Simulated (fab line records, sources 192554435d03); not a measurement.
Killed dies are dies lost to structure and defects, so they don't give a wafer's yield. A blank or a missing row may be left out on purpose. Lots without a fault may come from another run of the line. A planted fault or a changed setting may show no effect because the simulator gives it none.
Chamber matching | flow n5_finfet | N5_BEOL_M6_CMP_52 on cmp-03: 4 sister chambers
The step polishes, stops on SiCOH lowk, t overpolish 6.9 s, target thk 80 nm. 8 wafers are shown with their chamber, then 8 later ones without.

WAFERS WITH THEIR CHAMBER
wafer  | chamber | motor_current_A (A) | retaining_ring_pressure_frac
L079.5 | 0       | 7.0                 | 1.000
L079.6 | 1       | 6.6                 | 1.000
L082.2 | 3       | 6.3                 | 0.996
L082.6 | 2       | 5.4                 | 1.008
L085.1 | 3       | 6.3                 | 1.001
L085.2 | 0       | 7.0                 | 0.993
L085.4 | 1       | 6.3                 | 1.011
L088.1 | 2       | 5.3                 | 1.001

WAFERS WITHOUT THEIR CHAMBER
wafer  | motor_current_A (A) | retaining_ring_pressure_frac
L088.2 | 6.7                 | 0.999
L088.3 | 6.2                 | 0.998
L091.3 | 6.7                 | 1.000
L091.4 | 6.6                 | 1.009
L091.6 | 6.7                 | 1.006
L097.3 | 6.7                 | 0.995
L097.4 | 6.7                 | 0.999
L097.6 | 6.1                 | 1.008

WHICH CHAMBER EACH WENT THROUGH
wafer  | from the rows above          | in truth
L088.2 | can't be placed: 1 or 0 or 3 | 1
L088.3 | can't be placed: 3 or 1      | 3
L091.3 | can't be placed: 1 or 0 or 3 | 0
L091.4 | can't be placed: 1 or 3      | 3
L091.6 | can't be placed: 1 or 0 or 3 | 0
L097.3 | can't be placed: 0 or 1 or 3 | 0
L097.4 | can't be placed: 1 or 0 or 3 | 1
L097.6 | can't be placed: 3 or 1      | 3
Placed correctly: 0 of 8. Can't be placed from these rows: 8 (the true chamber is among the candidates in 8). Placed wrongly: 0.
How it was worked out, from the rows above alone: a wafer's distance from a chamber is the root of the sum, over the readings, of the square of ((its reading less the chamber's mean) divided by the reading's scatter). The wafer belongs to the nearest chamber; if the next one is less than 2 further off, it can't be placed. A chamber's mean is the mean of its shown wafers. The scatter: the root of (the sum of the squares of (reading less its chamber's mean) over the shown wafers, divided by (wafers less chambers)).
